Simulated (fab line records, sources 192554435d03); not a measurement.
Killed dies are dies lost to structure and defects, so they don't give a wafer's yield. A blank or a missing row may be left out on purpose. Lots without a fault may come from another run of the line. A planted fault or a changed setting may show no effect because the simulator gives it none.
fab line records | flow n5_finfet
record lots=5 wafers=14 last_day=17
route steps=1938 shown BEOL_M2@868 BEOL_M4@1111 PASSIVATION@1936
lots that met no fault: from a run of the same line without faults
start_h: hours from the record's first day to the start of the lot's first wafer shown | wait_h: hours since the lot's step before | " the same as in the row above | L1.1+2: a row that stands for several wafers | - no value, or no start given | * or withheld: withheld | < > ~ a bound
route shown NAME@n: a module of which the file shows steps, and the number in the route of the first | usual: mean/standard deviation of fault-free wafers | same: alike in all rows | chamber/n: place in a boat | sites: the reading at each site | _std_site: their standard deviation | _edge_site: outer sites' mean less inner sites' | radius_mm: how far each site lies from the wafer's centre | mask NAME#n: copy n | behind: the tool/chamber that last shaped the wafer | hold: why the lot was held/for how many hours/how that ended | device: the transistor (n, p or np) that didn't switch | end of line: the same wafers' tests at the end of the route | a step without rows: its recipe alone | killed: dies lost to structure and defects at the first sort, not the wafer's yield | map: a wafer's dies, x killed, . not, _ none there
set.NAME: the setting as run; set.NAME@STEP: as run at that earlier step | model.NAME: the simulator's own value behind a step, which no gauge read
lots at some steps of the route; a table a step, a row a wafer
services: from which hour (start_h, from the record's first day; less than 0 if before it) a tool's chamber was out of use, for how many hours, and why
## steps
# step N5_BEOL_M2_COAT_68
# recipe resist=SiARC temp_c=220 time_s=60 spin_rpm=1500 resist_thk_nm=12
# step N5_BEOL_M2_COAT_76
# recipe resist=underlayer temp_c=205 time_s=60 spin_rpm=1500 resist_thk_nm=5
# step N5_BEOL_M2_COAT_22
# recipe resist=CAR-EUV spin_rpm=1500 resist_thk_nm=30
# step N5_BEOL_M2_EBR_24
# recipe solvent=PGMEA ebr_width_mm=1.5
# step N5_BEOL_M2_SOFTBAKE_23
# recipe temp_c=110 time_s=60 resist=CAR-EUV
# step N5_BEOL_M2_EXPOSE_25
# recipe mask_id=V1 na=0.33 source_shape=quasar sigma_inner=0.2 sigma_outer=0.8 polarization=unpolarized defocus_nm=5 dose_mj=63
# step N5_BEOL_M2_PEB_26
# recipe peb_temp_c=100 peb_time_s=60 resist=CAR-EUV
# step N5_BEOL_M2_DEVELOP_27
# recipe develop_time_s=30 developer=TMAH resist=CAR-EUV rinse_liquid=surfactant_rinse dry=air_spin dev_temp_c=23
# step N5_BEOL_M2_CD_MEAS_28
# recipe target_cd_nm=26.2 landing_energy_ev=500 detector=se_inlens target_cd_y_nm=24.1 polarity=opening
# usual cd_nm=26.44/0.28
# columns lot.wafer tool chamber start_h wait_h cd_nm
L419.3 cd_sem-01 0 142.03 - 26.47
L419.4 " 0 " " 26.16
L419.6 " 0 " " 26.19
L422.1 cd_sem-02 0 168.89 - 26.40
L422.2 " 0 " " 25.76
L422.3 " 0 " " 26.24
L429.4 cd_sem-02 0 205.55 - 26.63
L429.5 " 0 " " 26.25
L437.1 cd_sem-03 0 254.69 - 26.41
L437.3 " 0 " " 26.45
L437.6 " 0 " " 26.48
L438.1 cd_sem-01 0 256.60 - 26.63
L438.5 " 0 " " 26.48
L438.6 " 0 " " 26.59
# step N5_BEOL_M2_OVL_MEAS_29
# recipe points_per_wafer=522
# usual V1_OVL=1.0/0.72
# columns lot.wafer tool chamber start_h wait_h V1_OVL[nm]
L419.3 overlay-02 0 142.07 0.0 1.1
L419.4 " 0 " " 1.4
L419.6 " 0 " " 1.5
L422.1 overlay-02 0 168.92 0.0 1.5
L422.2 " 0 " " 1.4
L422.3 " 0 " " 1.6
L429.4 overlay-01 0 205.59 0.0 1.8
L429.5 " 0 " " 2.1
L437.1 overlay-02 0 254.72 0.0 0.8
L437.3 " 0 " " 0.7
L437.6 " 0 " " 0.7
L438.1 overlay-01 0 256.63 0.0 0.6
L438.5 " 0 " " -0.8
L438.6 " 0 " " 0.4
# step N5_BEOL_M2_INSPECT_30
# recipe mode=adi inspect_instrument=brightfield
# usual raw_defect_count=444/110
# columns lot.wafer tool chamber start_h wait_h raw_defect_count
L419.3 defect_inspect-01 - 142.12 0.0 585
L419.4 " - " " 403
L419.6 " - " " 426
L422.1 defect_inspect-02 - 168.97 0.1 516
L422.2 " - " " 474
L422.3 " - " " 441
L429.4 defect_inspect-01 - 205.63 0.0 457
L429.5 " - " " 468
L437.1 defect_inspect-02 - 254.78 0.1 541
L437.3 " - " " 500
L437.6 " - " " 484
L438.1 defect_inspect-01 - 256.69 0.1 418
L438.5 " - " " 319
L438.6 " - " " 276
# step N5_BEOL_M2_DESCUM_33
# recipe chemistry=O2 time_s=7 source_power_w=50 bias_power_w=20 pressure_mtorr=20 rf_frequency_hz=2.712e+07 temp_c=40 resist=CAR-EUV o2_flow_sccm=225
# usual drypump_motor_current_A=5.7/0.47 oes_product_au=0.79/0.091 rf_vpp_V=242.9/1.6 showerhead_plenum_p_Torr=2.09/0.1 temp_c=40.00/0.12 throttle_valve_pct=20.47/0.23
# columns lot.wafer tool chamber start_h wait_h drypump_motor_current_A oes_product_au rf_hours_counter_h rf_vpp_V showerhead_plenum_p_Torr temp_c throttle_valve_pct
L419.3 rie_diel-03 1 142.19 0.1 6.0 0.79 119 241.8 2.02 39.93 20.74
L419.4 " 0 " " 5.5 0.91 30 244.7 2.27 39.83 20.40
L419.6 " 0 " " 5.5 0.91 - 245.1 2.27 39.87 20.39
L422.1 rie_diel-04 0 169.07 0.1 5.5 0.99 8 243.1 2.16 39.90 20.17
L422.2 " 3 " " 5.3 0.71 248 242.1 1.97 39.94 20.49
L422.3 " 2 " " 6.1 0.69 214 243.1 2.02 39.94 20.97
L429.4 rie_diel-03 3 205.67 0.0 5.4 0.70 217 242.0 2.06 39.84 20.46
L429.5 " 1 " " 6.0 0.76 - 240.8 2.01 40.09 20.77
L437.1 rie_diel-05 2 255.14 0.4 6.3 0.72 213 241.6 1.98 39.85 20.25
L437.3 " 3 " " 5.9 0.79 130 244.1 2.19 39.97 20.37
L437.6 " 3 " " 5.9 0.80 - 244.1 2.19 40.05 20.36
L438.1 rie_diel-04 3 256.73 0.0 5.3 0.94 23 244.9 2.23 39.85 20.22
L438.5 " 2 " " 6.2 0.68 - 240.2 2.00 40.00 21.05
L438.6 " 3 " " 5.3 0.94 - 245.6 2.23 40.09 20.23
# step N5_BEOL_M2_ETCH_77
# recipe chemistry=N2/H2 target=underlayer target_depth_a=65 mask_material=CAR-EUV time_s=5.2 ion_energy_ev=200 pressure_mtorr=30 source_w=840 bias_w=150 n2_flow_sccm=200 h2_flow_sccm=200 ends=cleared
# usual drypump_motor_current_A=5.7/0.47 etch_rf_on_time_s=5.14/0.24 oes_product_au=0.68/0.08 rf_vpp_V=523/3.4 showerhead_plenum_p_Torr=2.52/0.12 throttle_valve_pct=17.81/0.21
# columns lot.wafer tool chamber start_h wait_h drypump_motor_current_A etch_rf_on_time_s oes_product_au rf_hours_counter_h rf_vpp_V showerhead_plenum_p_Torr throttle_valve_pct
L419.3 rie_diel-03 1 142.23 0.0 6.0 5.03 0.67 119 524 2.42 17.85
L419.4 " 0 " " 5.5 4.79 0.78 30 527 2.70 17.47
L419.6 " 0 " " 5.5 4.72 0.80 - 527 2.70 17.47
L422.1 rie_diel-04 0 169.10 0.0 5.5 4.81 0.86 8 523 2.61 17.51
L422.2 " 3 " " 5.3 4.84 0.62 248 518 2.39 17.86
L422.3 " 2 " " 6.2 5.32 0.59 214 520 2.41 18.27
L429.4 rie_diel-03 3 205.70 0.0 5.3 6.78 0.53 217 522 2.52 17.94
L429.5 " 1 " " 6.1 5.12 0.64 - 522 2.41 17.92
L437.1 rie_diel-05 2 255.17 0.0 6.3 5.22 0.61 213 521 2.44 17.86
L437.3 " 3 " " 6.0 5.09 0.69 130 525 2.69 17.88
L437.6 " 3 " " 6.0 5.06 0.68 - 528 2.69 17.88
L438.1 rie_diel-04 3 256.76 0.0 5.3 4.82 0.81 23 530 2.69 17.55
L438.5 " 2 " " 6.2 5.40 0.57 - 521 2.40 18.30
L438.6 " 3 " " 5.3 4.83 0.80 - 529 2.69 17.54
# step N5_BEOL_M2_ETCH_69
# recipe chemistry=CF4 target=SiARC target_depth_a=156 mask_material=CAR-EUV time_s=26 ion_energy_ev=80 pressure_mtorr=40 source_w=545 bias_w=36 Ar_flow_sccm=100 cf4_flow_sccm=100 ends=cleared
# usual drypump_motor_current_A=5.7/0.47 etch_rf_on_time_s=25.6/1.1 oes_product_au=0.68/0.08 rf_vpp_V=183.9/1.3 showerhead_plenum_p_Torr=2.13/0.092 throttle_valve_pct=15.60/0.27
# columns lot.wafer tool chamber start_h wait_h drypump_motor_current_A etch_rf_on_time_s oes_product_au rf_hours_counter_h rf_vpp_V showerhead_plenum_p_Torr throttle_valve_pct
L419.3 rie_diel-03 1 142.24 0.0 6.0 25.1 0.67 119 183.7 2.08 15.94
L419.4 " 0 " " 5.5 24.1 0.79 30 185.9 2.28 15.28
L419.6 " 0 " " 5.5 24.0 0.78 - 184.0 2.28 15.26
L422.1 rie_diel-04 0 169.12 0.0 5.5 24.0 0.87 8 184.6 2.16 15.04
L422.2 " 3 " " 5.3 24.6 0.62 248 182.2 2.02 15.70
L422.3 " 2 " " 6.1 26.4 0.59 214 184.1 2.03 15.94
L429.4 rie_diel-03 3 205.72 0.0 5.4 25.3 0.63 217 184.2 2.13 15.82
L429.5 " 1 " " 6.1 25.7 0.64 - 183.3 2.08 15.98
L437.1 rie_diel-05 2 255.19 0.0 6.3 26.1 0.60 213 184.1 2.04 15.57
L437.3 " 3 " " 6.0 25.0 0.68 130 184.1 2.24 15.51
L437.6 " 3 " " 5.9 25.4 0.68 - 185.1 2.24 15.49
L438.1 rie_diel-04 3 256.78 0.0 5.3 24.6 0.81 23 184.1 2.26 15.29
L438.5 " 2 " " 6.1 26.9 0.57 - 183.1 2.02 16.00
L438.6 " 3 " " 5.3 24.6 0.81 - 185.1 2.26 15.29
# step N5_BEOL_M4_RC_MEAS_101
# usual DIBL_N=35.0/2.4 DIBL_P=35.4/2.8 IOFF_N=0.14/0.045 IOFF_P=0.20/0.048 ION_N=667/19 ION_P=460/11 SS_N=71.2/0.71 SS_P=73.1/0.86 VT_N=252/4.6 VT_P=-251/3.4
# columns lot.wafer tool chamber start_h wait_h DIBL_N[mV/V] DIBL_P[mV/V] IOFF_N[nA/um] IOFF_P[nA/um] ION_N[uA/um] ION_P[uA/um] SS_N[mV/dec] SS_P[mV/dec] VT_N[mV] VT_P[mV]
L419.3 prober-01 0 176.29 0.3 31.1 30.4 0.10 0.16 666 468 69.7 72.3 254 -251
L419.4 " 0 " " 36.8 37.2 0.19 0.26 697 485 71.6 74.0 248 -245
L419.6 " 0 " " 37.6 37.5 0.20 0.26 686 474 71.5 73.4 244 -245
L422.1 prober-02 0 195.73 0.0 34.9 35.8 0.16 0.21 684 469 71.4 73.3 249 -248
L422.2 " 0 " " 35.5 35.6 0.18 0.22 697 476 70.5 73.4 247 -249
L422.3 " 0 " " 33.9 34.2 0.15 0.19 687 471 70.2 73.1 249 -249
L429.4 prober-02 0 239.20 0.5 35.5 36.1 0.15 0.21 654 456 72.0 73.1 250 -251
L429.5 " 0 " " 32.2 33.2 0.10 0.17 639 444 70.7 72.7 258 -252
L437.1 prober-01 0 282.17 0.0 31.6 32.4 0.09 0.17 640 443 70.0 72.8 258 -252
L437.3 " 0 " " 36.1 37.6 0.15 0.22 690 472 71.2 73.7 252 -250
L437.6 " 0 " " 32.0 30.9 0.08 0.14 655 453 70.7 72.6 259 -257
L438.1 prober-02 0 283.67 0.0 32.4 32.4 0.09 0.14 633 442 70.3 71.4 261 -255
L438.5 " 0 " " 38.1 40.2 0.18 0.25 683 473 72.2 74.4 248 -250
L438.6 " 0 " " 36.0 37.3 0.14 0.20 685 469 71.5 73.2 254 -253
# step N5_PASSIVATION_PROBE_49
# usual defect_limited_yield=91.7/1.4 killed_at_M0_to_M3=32/9.7 killed_at_M4_up=14/5.5 killed_at_contacts=13/6.1 killed_at_front_end=35/10 killed_at_other=4.2/2.9 killed_dies=98/17 killed_open=63/12 killed_short=32/7.7 sort_bin_5_function=4.8/0.9 sort_bin_6_memory=3.1/0.63 sort_bin_8_speed=1/3.3 sort_n_pass=1073/41 sort_yield_pct=91/3.5
# same gross_dies=1180 killed_at_back_side=0 sort_bin_4_leakage[%]=0
# columns lot.wafer tool chamber start_h wait_h defect_limited_yield[%] killed_at_M0_to_M3 killed_at_M4_up killed_at_contacts killed_at_front_end killed_at_other killed_dies killed_open killed_short sort_bin_5_function[%] sort_bin_6_memory[%] sort_bin_8_speed[%] sort_n_pass sort_yield_pct[%]
L419.3 prober-02 - 276.39 0.1 92.7 20 17 7 33 9 86 55 31 4.2 3.0 0 1094 93
L419.4 prober-02 - 276.44 0.2 92.0 26 13 8 43 4 94 61 29 4.3 3.3 0 1086 92
L419.6 prober-02 - 276.54 0.3 90.3 39 15 18 36 7 115 72 41 6.1 3.5 0 1065 90
# killed by level:class
L419.3 BEOL_M4:geometric_particle:open=10 DUMMY_GATE:geometric_particle:open=6 BEOL_M3:geometric_particle:open=6 STI_FIN_REVEAL:geometric_particle:open=5 MOL_CONTACT_COAG:geometric_particle:open=5 MIM_TOP_ETCH:geometric_particle:short=5 DUMMY_GATE:geometric_particle:short=4 BEOL_M0_SAQP:geometric_particle:short=4
L419.4 STI_FIN_REVEAL:geometric_particle:open=14 BEOL_M4:geometric_particle:open=8 GATE_CUT:geometric_particle:short=7 MOL_CONTACT_COAG:geometric_particle:open=7 BEOL_M0_SAQP:geometric_particle:short=5 BEOL_M0_SAQP:geometric_particle:open=5 FIN_SAQP:geometric_particle:open=4 BEOL_M3:geometric_particle:open=4
L419.6 MOL_CONTACT_COAG:geometric_particle:open=15 FIN_SAQP:geometric_particle:short=14 BEOL_M0_SAQP:geometric_particle:open=9 BEOL_M1:geometric_particle:open=9 FIN_SAQP:geometric_particle:open=6 STI_FIN_REVEAL:geometric_particle:open=6 BEOL_M0_SAQP:geometric_particle:short=6 BEOL_M3:geometric_particle:open=6
## services
# columns tool chamber start_h hours kind
rie_diel-04 1 122.19 9.0 repair
rie_diel-05 0 125.61 4.7 repair
rie_diel-05 0 130.41 - clean
rie_diel-05 0 130.41 - consumable_replace:focus_ring
rie_diel-05 0 130.41 26.4 scheduled_down
rie_diel-05 0 130.41 26.4 vent_cycle
rie_diel-04 0 131.49 - clean
rie_diel-04 0 131.49 - consumable_replace:focus_ring
rie_diel-04 0 131.49 13.1 scheduled_down
rie_diel-04 0 131.49 13.1 vent_cycle
rie_diel-05 1 160.41 - clean
rie_diel-05 1 160.41 - consumable_replace:focus_ring
rie_diel-05 1 160.41 - consumable_replace:showerhead
rie_diel-05 1 160.41 34.7 scheduled_down
rie_diel-05 1 160.41 34.7 vent_cycle
rie_diel-04 3 174.86 - clean
rie_diel-04 3 174.86 - consumable_replace:focus_ring
rie_diel-04 3 174.86 - consumable_replace:showerhead
rie_diel-04 3 174.86 20.3 scheduled_down
rie_diel-04 3 174.86 20.3 vent_cycle
rie_diel-04 2 201.91 1.7 repair
rie_diel-05 3 236.18 4.1 repair
rie_diel-03 1 247.14 7.8 repair
## key
first_sign step=N5_BEOL_M2_ETCH_77 reading=etch_rf_on_time_s direction=up sigmas=6.9 usual=* struck=*
effect none on later readings
met_at N5_BEOL_M2_ETCH_77
struck_wafers L429.4
onset_between 142.23 205.70
fault kind=process_parameter_drift tool=rie_diel-03 chamber=- onset_h=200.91 steps=N5_BEOL_M2_ETCH_77 channel=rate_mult offset=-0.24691 shape=step end_h=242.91 scope=struck_wafers_only
